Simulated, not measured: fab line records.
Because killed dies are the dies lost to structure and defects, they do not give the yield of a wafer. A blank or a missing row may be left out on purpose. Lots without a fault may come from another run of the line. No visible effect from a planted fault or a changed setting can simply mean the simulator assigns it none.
Matching of chambers :: flow nand-harc :: NHARC_A_CHANNEL_FILL_D2_ALD_16 on ald-hk-03: 4 sister chambers
The step deposits SiO2, target thk 1.5 nm, pulse time 10 s, ald cycles 15. 8 wafers are shown with their chamber, then 12 later ones without.

WAFERS WITH THEIR CHAMBER
wafer: L089.2
chamber: 0
heater-power-w (W): 433
precursor-pulse-height-rel: 0.961

wafer: L089.3
chamber: 1
heater-power-w (W): 490
precursor-pulse-height-rel: 1.016

wafer: L091.2
chamber: 2
heater-power-w (W): 431
precursor-pulse-height-rel: 1.027

wafer: L091.4
chamber: 1
heater-power-w (W): 494
precursor-pulse-height-rel: 0.961

wafer: L091.5
chamber: 0
heater-power-w (W): 444
precursor-pulse-height-rel: 1.000

wafer: L092.1
chamber: 3
heater-power-w (W): 432
precursor-pulse-height-rel: 0.967

wafer: L092.5
chamber: 2
heater-power-w (W): 426
precursor-pulse-height-rel: 1.021

wafer: L092.6
chamber: 3
heater-power-w (W): 424
precursor-pulse-height-rel: 0.971

WAFERS MISSING THEIR CHAMBER
wafer: L093.1
heater-power-w (W): 494
precursor-pulse-height-rel: 1.013

wafer: L093.2
heater-power-w (W): 444
precursor-pulse-height-rel: 0.990

wafer: L093.5
heater-power-w (W): 434
precursor-pulse-height-rel: 1.033

wafer: L094.1
heater-power-w (W): 433
precursor-pulse-height-rel: 1.013

wafer: L094.2
heater-power-w (W): 414
precursor-pulse-height-rel: 1.009

wafer: L094.5
heater-power-w (W): 443
precursor-pulse-height-rel: 1.005

wafer: L095.1
heater-power-w (W): 431
precursor-pulse-height-rel: 1.046

wafer: L095.2
heater-power-w (W): 430
precursor-pulse-height-rel: 1.050

wafer: L095.5
heater-power-w (W): 439
precursor-pulse-height-rel: 1.017

wafer: L097.1
heater-power-w (W): 444
precursor-pulse-height-rel: 1.003

wafer: L097.3
heater-power-w (W): 419
precursor-pulse-height-rel: 0.996

wafer: L097.6
heater-power-w (W): 429
precursor-pulse-height-rel: 1.014

WHICH CHAMBER EACH ONE RAN IN
wafer: L093.1
from the rows above: 1
in truth: 1

wafer: L093.2
from the rows above: 0
in truth: 0

wafer: L093.5
from the rows above: can't be placed: 2 or 0 or 3
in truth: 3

wafer: L094.1
from the rows above: can't be placed: 2 or 0 or 3
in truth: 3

wafer: L094.2
from the rows above: can't be placed: 2 or 3 or 0
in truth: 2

wafer: L094.5
from the rows above: can't be placed: 0 or 2 or 3
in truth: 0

wafer: L095.1
from the rows above: 2
in truth: 2

wafer: L095.2
from the rows above: 2
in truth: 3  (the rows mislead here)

wafer: L095.5
from the rows above: can't be placed: 0 or 2 or 3
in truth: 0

wafer: L097.1
from the rows above: can't be placed: 0 or 2 or 3
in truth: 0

wafer: L097.3
from the rows above: can't be placed: 3 or 2 or 0
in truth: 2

wafer: L097.6
from the rows above: can't be placed: 2 or 3 or 0
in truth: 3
Correctly placed: 3 of 12. From these rows, 8 cannot be placed; in 8 the true chamber is one of the candidates. 1 placed wrongly.
How it was worked out, from the rows above alone: a wafer's distance from a chamber is the root of the sum, over the readings, of the square of ((its reading less the chamber's mean) divided by the reading's scatter). If the next closest chamber is less than 2 further off than the closest, the wafer can't be placed; otherwise it belongs to the closest. For every chamber, the mean is computed from those of its wafers that are shown. The scatter: the root of (the sum of the squares of (reading less its chamber's mean) over the shown wafers, divided by (wafers less chambers)).
